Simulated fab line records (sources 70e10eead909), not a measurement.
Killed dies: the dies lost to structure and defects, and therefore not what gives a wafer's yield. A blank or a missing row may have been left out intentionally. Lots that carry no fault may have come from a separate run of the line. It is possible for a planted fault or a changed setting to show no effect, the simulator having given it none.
Which of the tools did it? | flow nand-harc | 22 lots with 66 wafers sampled at 4 steps, on a route of 1159 steps

== WHAT THE GAUGES SHOWED, per wafer ==
NHARC_A_CONTACT_INSPECT_10. Usual: raw-defect-count at 29, with a standard deviation of 14.
lot  | measured     | on                | raw-defect-count | flag
L074 | day 16 20:21 | defect-inspect-02 | 27 33 19         |
L077 | day 17 05:47 | defect-inspect-02 | 18 14 9          |
L075 | day 17 07:32 | defect-inspect-01 | 12 10 10         |
L076 | day 17 15:52 | defect-inspect-02 | 29 24 35         |
L078 | day 17 17:39 | defect-inspect-01 | 19 28 35         |
L080 | day 18 12:15 | defect-inspect-02 | 17 15 21         |
L081 | day 18 23:17 | defect-inspect-01 | 33 31 17         |
L083 | day 19 01:40 | defect-inspect-02 | 38 26 31         |
L084 | day 19 11:44 | defect-inspect-02 | 13 7 11          |
L082 | day 19 12:43 | defect-inspect-02 | 26 26 36         |
L087 | day 20 01:10 | defect-inspect-01 | 13 10 7          |
L085 | day 20 03:02 | defect-inspect-02 | 25 25 28         |
L089 | day 20 07:53 | defect-inspect-01 | 38 31 26         |
L086 | day 20 09:47 | defect-inspect-01 | 42 42 50         |
L090 | day 20 23:25 | defect-inspect-01 | 47 52 39         |
L088 | day 21 00:46 | defect-inspect-02 | 27 45 30         |
L091 | day 21 12:35 | defect-inspect-02 | 17 18 10         |
L094 | day 22 03:41 | defect-inspect-02 | 61 60 60         |
L093 | day 22 06:11 | defect-inspect-02 | 27 28 28         |
L095 | day 22 08:06 | defect-inspect-02 | 54 42 50         |
L096 | day 23 07:15 | defect-inspect-01 | 15 22 22         |
L097 | day 23 23:29 | defect-inspect-02 | 23 31 24         |

== EACH LOT AND THE TOOL THAT RAN IT (in order: tool; ch and the chambers of the sampled wafers; start) ==
lot  | NHARC_A_CONTACT_ETCH_75            | NHARC_A_CONTACT_ETCH_128             | NHARC_A_CONTACT_ETCH_129
L074 | rie-diel-01 ch 0,1, day 16 13:17   | har-cap-etch-01 ch 0,1, day 16 15:01 | har-cap-etch-01 ch 0,1, day 16 15:09
L077 | rie-diel-01 ch 0,1, day 16 23:27   | har-cap-etch-03 ch 0,1, day 17 01:07 | har-cap-etch-03 ch 0,1, day 17 01:16
L075 | rie-diel-01 ch 0,2,3, day 17 01:27 | har-cap-etch-02 ch 0,1, day 17 03:09 | har-cap-etch-02 ch 0,1, day 17 03:17
L076 | rie-diel-12 ch 1,2,3, day 17 06:20 | har-cap-etch-02 ch 0,1, day 17 08:04 | har-cap-etch-02 ch 0,1, day 17 08:12
L078 | rie-diel-12 ch 1,2,3, day 17 08:49 | har-cap-etch-03 ch 0,1, day 17 10:49 | har-cap-etch-03 ch 0,1, day 17 11:00
L080 | rie-diel-02 ch 0,2,3, day 18 02:34 | har-cap-etch-01 ch 1, day 18 04:18   | har-cap-etch-01 ch 1, day 18 04:26
L081 | rie-diel-01 ch 1,2,3, day 18 16:59 | har-cap-etch-02 ch 0,1, day 18 18:43 | har-cap-etch-02 ch 0,1, day 18 18:51
L083 | rie-diel-01 ch 1,2,3, day 18 18:35 | har-cap-etch-03 ch 0,1, day 18 20:28 | har-cap-etch-03 ch 0,1, day 18 20:39
L084 | rie-diel-02 ch 0,1,3, day 19 03:52 | har-cap-etch-02 ch 1, day 19 05:53   | har-cap-etch-02 ch 1, day 19 06:02
L082 | rie-diel-12 ch 2,3, day 19 04:37   | har-cap-etch-01 ch 0,1, day 19 07:11 | har-cap-etch-01 ch 0,1, day 19 07:19
L087 | rie-diel-01 ch 1,2, day 19 18:22   | har-cap-etch-01 ch 1, day 19 20:02   | har-cap-etch-01 ch 1, day 19 20:10
L085 | rie-diel-01 ch 0,1,2, day 19 20:29 | har-cap-etch-03 ch 0,1, day 19 22:10 | har-cap-etch-03 ch 0,1, day 19 22:18
L089 | rie-diel-01 ch 0,2, day 19 23:58   | har-cap-etch-01 ch 0,1, day 20 01:43 | har-cap-etch-01 ch 0,1, day 20 01:51
L086 | rie-diel-12 ch 1,2, day 20 02:50   | har-cap-etch-03 ch 0,1, day 20 04:55 | har-cap-etch-03 ch 0,1, day 20 05:07
L090 | rie-diel-01 ch 1,2, day 20 14:30   | har-cap-etch-02 ch 0,1, day 20 16:32 | har-cap-etch-02 ch 0,1, day 20 16:40
L088 | rie-diel-02 ch 0,3, day 20 16:38   | har-cap-etch-03 ch 0,1, day 20 18:17 | har-cap-etch-03 ch 0,1, day 20 18:26
L091 | rie-diel-01 ch 0,1, day 21 04:34   | har-cap-etch-02 ch 0, day 21 06:14   | har-cap-etch-02 ch 0, day 21 06:22
L094 | rie-diel-02 ch 1,2,3, day 21 19:59 | har-cap-etch-03 ch 0,1, day 21 22:01 | har-cap-etch-03 ch 0,1, day 21 22:09
L093 | rie-diel-02 ch 0,3, day 21 23:38   | har-cap-etch-02 ch 0,1, day 22 01:19 | har-cap-etch-02 ch 0,1, day 22 01:28
L095 | rie-diel-01 ch 1,2,3, day 22 01:53 | har-cap-etch-01 ch 0,1, day 22 03:34 | har-cap-etch-01 ch 0,1, day 22 03:42
L096 | rie-diel-01 ch 0,3, day 22 20:49   | har-cap-etch-03 ch 0,1, day 22 23:26 | har-cap-etch-03 ch 0,1, day 22 23:35
L097 | rie-diel-12 ch 2,3, day 23 12:10   | har-cap-etch-03 ch 0,1, day 23 13:50 | har-cap-etch-03 ch 0,1, day 23 13:59
- NHARC_A_CONTACT_ETCH_75: etches the open film in CF4, target depth 39 nm, time 65 s.
- NHARC_A_CONTACT_ETCH_128: etches the open film in C4F8/O2/Ar, time 155 s, target depth 956 nm.
- NHARC_A_CONTACT_ETCH_129: etches the open film in C4F8/O2/Ar, time 155 s, target depth 956 nm.

== AS READ BY THE TOOLS THEMSELVES (means over the sampled wafers that have a number; for cases with no such wafer, the mark the record gives instead) ==
NHARC_A_CONTACT_ETCH_75. Usual: cf4-flow-sccm 150.1 sccm, standard deviation 0.46; chamber-pressure-mTorr 50.00 mTorr, standard deviation 0.044; drypump-motor-current-A 5.7 A, standard deviation 0.5; oes-product-au 1.000 a.u., standard deviation 0.01; rf-vpp-V 151.1 V, standard deviation 1.1; showerhead-plenum-p-Torr 1.76 Torr, standard deviation 0.06; throttle-valve-pct 13.284 %, standard deviation 0.01.
lot  | tool        | cf4-flow-sccm (sccm) | chamber-pressure-mTorr (mTorr) | drypump-motor-current-A (A) | oes-product-au (a.u.) | rf-vpp-V (V) | showerhead-plenum-p-Torr (Torr) | throttle-valve-pct (%) | flag
L074 | rie-diel-01 | 150.1                | 50.00                          | 5.6                         | 1.003                 | 151.1        | 1.78                            | 13.285                 |
L077 | rie-diel-01 | 149.9                | 49.98                          | 5.5                         | 0.996                 | 151.2        | 1.78                            | 13.274                 |
L075 | rie-diel-01 | 150.1                | 50.01                          | 5.7                         | 1.005                 | 150.9        | 1.73                            | 13.278                 |
L076 | rie-diel-12 | 150.0                | 50.00                          | 5.6                         | 1.000                 | 151.8        | 1.73                            | 13.287                 |
L078 | rie-diel-12 | 150.3                | 50.00                          | 5.6                         | 1.009                 | 150.8        | 1.73                            | 13.281                 |
L080 | rie-diel-02 | 150.0                | 50.02                          | 6.0                         | 0.991                 | 151.4        | 1.81                            | 13.280                 |
L081 | rie-diel-01 | 150.4                | 50.02                          | 5.6                         | 0.997                 | 151.5        | 1.75                            | 13.284                 |
L083 | rie-diel-01 | 150.0                | 50.01                          | 5.6                         | 0.995                 | 151.3        | 1.75                            | 13.288                 |
L084 | rie-diel-02 | 149.8                | 50.01                          | 6.5                         | 0.998                 | 152.3        | 1.76                            | 13.283                 |
L082 | rie-diel-12 | 150.3                | 50.03                          | 5.8                         | 0.994                 | 149.8        | 1.69                            | 13.290                 |
L087 | rie-diel-01 | 150.0                | 50.03                          | 5.2                         | 1.007                 | 151.5        | 1.75                            | 13.293                 |
L085 | rie-diel-01 | 150.4                | 49.99                          | 5.4                         | 0.994                 | 150.4        | 1.77                            | 13.288                 |
L089 | rie-diel-01 | 150.3                | 50.02                          | 5.3                         | 1.011                 | 150.5        | 1.72                            | 13.281                 |
L086 | rie-diel-12 | 150.0                | 49.97                          | 5.4                         | 1.009                 | 150.3        | 1.75                            | 13.284                 |
L090 | rie-diel-01 | 150.2                | 50.02                          | 5.3                         | 1.002                 | 151.4        | 1.79                            | 13.285                 |
L088 | rie-diel-02 | 150.0                | 50.01                          | 6.3                         | 0.984                 | 151.3        | 1.78                            | 13.293                 |
L091 | rie-diel-01 | 150.0                | 50.03                          | 5.6                         | 0.995                 | 151.3        | 1.78                            | 13.277                 |
L094 | rie-diel-02 | 150.0                | 50.04                          | 6.1                         | 0.998                 | 151.3        | 1.81                            | 13.277                 |
L093 | rie-diel-02 | 150.2                | 50.00                          | 6.3                         | 0.992                 | 150.5        | 1.78                            | 13.287                 |
L095 | rie-diel-01 | 149.7                | 50.00                          | 5.6                         | 1.015                 | 150.6        | 1.75                            | 13.293                 |
L096 | rie-diel-01 | 150.0                | 50.04                          | 5.8                         | 1.008                 | 150.9        | 1.73                            | 13.291                 |
L097 | rie-diel-12 | 149.9                | 50.03                          | 5.7                         | 1.000                 | 150.4        | 1.68                            | 13.286                 |

NHARC_A_CONTACT_ETCH_128. Usual: chamber-pressure-mTorr at 20.000 mTorr, with a standard deviation of 0.021.
lot  | tool            | chamber-pressure-mTorr (mTorr) | flag
L074 | har-cap-etch-01 | 20.003                         |
L077 | har-cap-etch-03 | 19.994                         |
L075 | har-cap-etch-02 | 20.007                         |
L076 | har-cap-etch-02 | 20.013                         |
L078 | har-cap-etch-03 | 20.016                         |
L080 | har-cap-etch-01 | 19.988                         |
L081 | har-cap-etch-02 | 20.006                         |
L083 | har-cap-etch-03 | 19.986                         |
L084 | har-cap-etch-02 | 19.998                         |
L082 | har-cap-etch-01 | 19.992                         |
L087 | har-cap-etch-01 | 19.978                         |
L085 | har-cap-etch-03 | 20.003                         |
L089 | har-cap-etch-01 | 19.995                         |
L086 | har-cap-etch-03 | 20.012                         |
L090 | har-cap-etch-02 | 20.000                         |
L088 | har-cap-etch-03 | 19.987                         |
L091 | har-cap-etch-02 | 19.991                         |
L094 | har-cap-etch-03 | 20.018                         |
L093 | har-cap-etch-02 | 19.998                         |
L095 | har-cap-etch-01 | 20.004                         |
L096 | har-cap-etch-03 | 19.991                         |
L097 | har-cap-etch-03 | 19.999                         |

NHARC_A_CONTACT_ETCH_129. Usual: chamber-pressure-mTorr at 20.002 mTorr, with a standard deviation of 0.02.
lot  | tool            | chamber-pressure-mTorr (mTorr) | flag
L074 | har-cap-etch-01 | 20.001                         |
L077 | har-cap-etch-03 | 20.007                         |
L075 | har-cap-etch-02 | 19.998                         |
L076 | har-cap-etch-02 | 20.012                         |
L078 | har-cap-etch-03 | 19.998                         |
L080 | har-cap-etch-01 | 19.986                         |
L081 | har-cap-etch-02 | 20.000                         |
L083 | har-cap-etch-03 | 20.013                         |
L084 | har-cap-etch-02 | 20.013                         |
L082 | har-cap-etch-01 | 20.006                         |
L087 | har-cap-etch-01 | 20.008                         |
L085 | har-cap-etch-03 | 19.974                         |
L089 | har-cap-etch-01 | 19.998                         |
L086 | har-cap-etch-03 | 20.009                         |
L090 | har-cap-etch-02 | 19.978                         |
L088 | har-cap-etch-03 | 20.013                         |
L091 | har-cap-etch-02 | 19.997                         |
L094 | har-cap-etch-03 | 20.003                         |
L093 | har-cap-etch-02 | 19.992                         |
L095 | har-cap-etch-01 | 20.015                         |
L096 | har-cap-etch-03 | 19.995                         |
L097 | har-cap-etch-03 | 20.010                         |

== THE ANSWER, worked out from the rows above alone ==
Rule: lot off if the mean of its wafers having a number is beyond 3 standard deviations from the usual mean. Also off: a lot with no number at a reading for which 4 or more lots have one. Any other lot the step has rows for is counted as sound. First the gauges in route order, then the tools' own readings, where a lot's mean is used as printed above. The first step at which some lot is off is used, and at that step the reading that is off furthest; a lot without a number counts as furthest.
Nothing can be told from this: no lot is off at any reading shown.

== WHAT THE SIMULATOR HAD INSERTED ==
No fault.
